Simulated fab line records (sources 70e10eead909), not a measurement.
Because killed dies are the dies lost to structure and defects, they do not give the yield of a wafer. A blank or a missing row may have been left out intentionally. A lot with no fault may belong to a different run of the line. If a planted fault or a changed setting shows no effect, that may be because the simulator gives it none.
Which of the tools did it?	flow nandHarc	36 wafers from 12 lots sampled at 5 of the route's 1302 steps

WHAT EACH GAUGE READ, for each wafer
NHARC_END_SORT_01. Usual: killedAtArray 57, standard deviation 20; killedAtOther 1.0, standard deviation 1.5; killedAtPeriphery 3.5, standard deviation 2.5; killedDies 62, standard deviation 21; killedOpen 3.5, standard deviation 1.9; killedShort 2.4, standard deviation 1.6.
lot	measured	on	killedAtArray	killedAtOther	killedAtPeriphery	killedDies	killedOpen	killedShort	flag
L689	day 29 22:08	prober-01	660 674 673	8 1 3	9 2 1	677 677 677	4 1 3	2 0 1	OFF
L690	day 30 10:13	prober-02	673 672 676	1 1 0	3 4 1	677 677 677	3 5 8	1 3 0	OFF
L691	day 30 15:40	prober-02	675 676 674	0 0 0	2 1 3	677 677 677	3 3 7	1 3 3	OFF

WHICH TOOL RAN EACH LOT (tool, then ch and the chambers of the sampled wafers, then the start)
lot	NHARC_A_STAIRCASE_ETCH_25	NHARC_A_STAIRCASE_ETCH_188	NHARC_A_STAIRCASE_TRIM_198	NHARC_A_STAIRCASE_ETCH_199
L678	rieDiel-07 ch 0,2,3, day 16 10:27 or earlier	rieDiel-04 ch 0,1,2, day 16 10:27 or earlier	rieDiel-01 ch 0,1,3, day 16 10:27	rieDiel-01 ch 0,3, no start
L681	rieDiel-07 ch 0,2,3, day 18 12:11 or earlier	rieDiel-01 ch 0,1,2, day 18 12:11 or earlier	rieDiel-01 ch 0,1,2, day 18 12:11	rieDiel-01 ch 0,1,3, no start
L684	rieDiel-01 ch 0,1,3, day 19 11:47 or earlier	rieDiel-07 ch 0,2,3, day 19 11:47 or earlier	rieDiel-01 ch 0,1,2, day 19 11:47	rieDiel-01 ch 0,1,2, no start
L688	rieDiel-01 ch 1,2,3, day 20 11:02 or earlier	rieDiel-04 ch 1,2,3, day 20 11:02 or earlier	rieDiel-07 ch 0,1,3, day 20 11:02	rieDiel-07 ch 0,1, no start
L687	rieDiel-04 ch 0,1, day 20 11:53 or earlier	rieDiel-01 ch 0,2, day 20 11:53 or earlier	rieDiel-07 ch 0,2,3, day 20 11:53	rieDiel-07 ch 0,1,2, no start
L686	rieDiel-04 ch 0,1,2, day 20 16:07 or earlier	rieDiel-07 ch 0,1,3, day 20 16:07 or earlier	rieDiel-04 ch 1,3, day 20 16:07	rieDiel-04 ch 0,3, no start
L689	rieDiel-01 ch 1,2, day 20 23:21 or earlier	rieDiel-04 ch 0,1,3, day 20 23:21 or earlier	rieDiel-04 ch 0,2, day 20 23:21	rieDiel-04 ch 0,1,2, day 29 22:08 or earlier
L690	rieDiel-01 ch 0,3, day 21 21:40 or earlier	rieDiel-04 ch 1,2,3, day 21 21:40 or earlier	rieDiel-07 ch 0,2,3, day 21 21:40	rieDiel-07 ch 0,3, day 30 10:13 or earlier
L691	rieDiel-04 ch 0,2,3, day 22 11:56 or earlier	rieDiel-07 ch 0,1,2, day 22 11:56 or earlier	rieDiel-07 ch 1,2,3, day 22 11:56	rieDiel-07 ch 0,1,2, day 30 15:40 or earlier
L692	rieDiel-01 ch 1,2,3, day 22 12:43 or earlier	rieDiel-01 ch 0,1,3, day 22 12:43 or earlier	rieDiel-04 ch 0,1, day 22 12:43	rieDiel-04 ch 0,1, no start
L698	rieDiel-04 ch 0,2, day 25 09:02 or earlier	rieDiel-04 ch 0,1, day 25 09:02 or earlier	rieDiel-01 ch 0,1, day 25 09:02	rieDiel-01 ch 0,1, no start
L699	rieDiel-04 ch 1,3, day 25 09:24 or earlier	rieDiel-01 ch 1,3, day 25 09:24 or earlier	rieDiel-04 ch 1,2, day 25 09:24	rieDiel-04 ch 0,1, no start
- NHARC_A_STAIRCASE_ETCH_25: etches the open film in C4F8/O2, target depth 100 nm, time 40.5 s.
- NHARC_A_STAIRCASE_ETCH_188: etches the open film in C4F8/O2, target depth 100 nm, time 40.5 s.
- NHARC_A_STAIRCASE_TRIM_198: chemistry O2, time 211.2 s.
- NHARC_A_STAIRCASE_ETCH_199: etches the open film in C4F8/O2, target depth 100 nm, time 40.5 s.

AS READ BY THE TOOLS THEMSELVES (means over the sampled wafers that have a number; for cases with no such wafer, the mark the record gives instead)
NHARC_A_STAIRCASE_ETCH_25. Usual: oesProductAu 0.947 a.u., standard deviation 0.012; rfFwdPowerW 593.0 W, standard deviation 2.7; rfVppV 897 V, standard deviation 5.
lot	tool	oesProductAu (a.u.)	rfFwdPowerW (W)	rfVppV (V)	flag
L678	rieDiel-07	0.946	589.6	898	
L681	rieDiel-07	0.937	592.1	898	
L684	rieDiel-01	0.957	592.5	892	
L688	rieDiel-01	0.953	593.8	892	
L687	rieDiel-04	0.950	594.9	902	
L686	rieDiel-04	0.945	593.6	901	
L689	rieDiel-01	0.934	595.0	893	
L690	rieDiel-01	0.956	593.5	895	
L691	rieDiel-04	0.936	592.3	898	
L692	rieDiel-01	0.945	595.5	892	
L698	rieDiel-04	0.934	595.1	900	
L699	rieDiel-04	0.947	592.4	900	

NHARC_A_STAIRCASE_ETCH_188. Usual: oesProductAu 0.942 a.u., standard deviation 0.014; rfFwdPowerW 592.9 W, standard deviation 2.8; rfVppV 897 V, standard deviation 5.4.
lot	tool	oesProductAu (a.u.)	rfFwdPowerW (W)	rfVppV (V)	flag
L678	rieDiel-04	0.945	593.4	902	
L681	rieDiel-01	0.933	593.4	892	
L684	rieDiel-07	0.959	589.2	897	
L688	rieDiel-04	0.943	593.5	899	
L687	rieDiel-01	0.925	593.1	894	
L686	rieDiel-07	0.936	591.0	903	
L689	rieDiel-04	0.952	592.5	900	
L690	rieDiel-04	0.954	593.0	899	
L691	rieDiel-07	0.958	592.0	898	
L692	rieDiel-01	0.935	592.6	891	
L698	rieDiel-04	0.928	596.6	903	
L699	rieDiel-01	0.936	594.5	902	

NHARC_A_STAIRCASE_TRIM_198. Usual: for chamberPressureMTorr, 60.00 mTorr with a standard deviation of 0.06; for drypumpMotorCurrentA, 5.7 A with a standard deviation of 0.33; for o2FlowSccm, 500.1 sccm with a standard deviation of 1.4; for oesProductAu, 1.002 a.u. with a standard deviation of 0.012; for rfVppV, 57.9 V with a standard deviation of 0.87; for showerheadPlenumPTorr, 3.57 Torr with a standard deviation of 0.14; for throttleValvePct, 17.036 % with a standard deviation of 0.0075.
lot	tool	chamberPressureMTorr (mTorr)	drypumpMotorCurrentA (A)	o2FlowSccm (sccm)	oesProductAu (a.u.)	rfVppV (V)	showerheadPlenumPTorr (Torr)	throttleValvePct (%)	flag
L678	rieDiel-01	60.00	6.1	500.3	1.004	57.5	3.42	17.050	
L681	rieDiel-01	60.00	5.9	500.5	1.010	57.1	3.41	17.025	
L684	rieDiel-01	60.01	5.9	501.8	1.013	57.5	3.41	17.036	
L688	rieDiel-07	59.93	5.5	499.8	0.998	58.1	3.70	17.039	
L687	rieDiel-07	59.97	5.3	500.5	1.000	57.1	3.58	17.038	
L686	rieDiel-04	59.99	5.6	500.3	0.995	58.8	3.61	17.042	
L689	rieDiel-04	-	-	-	-	-	-	-	OFF
L690	rieDiel-07	-	-	-	-	-	-	-	OFF
L691	rieDiel-07	-	-	-	-	-	-	-	OFF
L692	rieDiel-04	60.02	5.6	501.6	1.009	58.0	3.69	17.036	
L698	rieDiel-01	59.99	5.9	498.7	1.009	58.3	3.53	17.044	
L699	rieDiel-04	59.99	5.6	499.1	0.988	58.1	3.58	17.036	

NHARC_A_STAIRCASE_ETCH_199. Usual: oesProductAu 0.950 a.u., standard deviation 0.013; rfFwdPowerW 593.0 W, standard deviation 2.7; rfVppV 898 V, standard deviation 5.1.
lot	tool	oesProductAu (a.u.)	rfFwdPowerW (W)	rfVppV (V)	flag
L678	rieDiel-01	0.968	592.6	894	
L681	rieDiel-01	0.954	592.8	892	
L684	rieDiel-01	0.948	590.6	891	
L688	rieDiel-07	0.961	594.8	901	
L687	rieDiel-07	0.959	592.6	898	
L686	rieDiel-04	0.939	593.0	899	
L689	rieDiel-04	0.943	594.6	901	
L690	rieDiel-07	0.953	590.9	901	
L691	rieDiel-07	0.958	592.7	898	
L692	rieDiel-04	0.968	591.4	904	
L698	rieDiel-01	0.946	593.7	896	
L699	rieDiel-04	0.953	593.4	902	

THE ANSWER, worked out from the rows above alone
Rule: a lot counts as off when the mean over its wafers that have a number is more than 3 standard deviations away from the usual mean. Also off: a lot with no number at a reading for which 4 or more lots have one. The other lots that the step has rows for count as sound. The gauges are gone through in route order, then the tools' own readings, and for those a lot's mean is taken as printed above. At the first step where some lot is off, the reading lying furthest off is the one used; lots without a number count as furthest.
Off, at NHARC_END_SORT_01 on killedAtArray: L689, L690, L691. Neither off nor sound, because the step has no rows for them: L678, L681, L684, L688, L687, L686, L692, L698, L699.
A tool fits if, at a process step before that reading, it ran every lot that is off, and no sound lot after the first of them. The gauges at NHARC_END_SORT_01 aren't tried: what is off there is off at NHARC_A_STAIRCASE_TRIM_198 too, on other tools, and a gauge's error can't cause that. With no start given for some of its lots, NHARC_A_STAIRCASE_ETCH_25 uses the hours and lot order of NHARC_A_STAIRCASE_TRIM_198. With no start given for some of its lots, NHARC_A_STAIRCASE_ETCH_188 uses the hours and lot order of NHARC_A_STAIRCASE_TRIM_198. With no start given for some of its lots, NHARC_A_STAIRCASE_ETCH_199 uses the hours and lot order of NHARC_END_SORT_01. None of those tried fits.

WHAT HAD BEEN PUT IN BY THE SIMULATOR
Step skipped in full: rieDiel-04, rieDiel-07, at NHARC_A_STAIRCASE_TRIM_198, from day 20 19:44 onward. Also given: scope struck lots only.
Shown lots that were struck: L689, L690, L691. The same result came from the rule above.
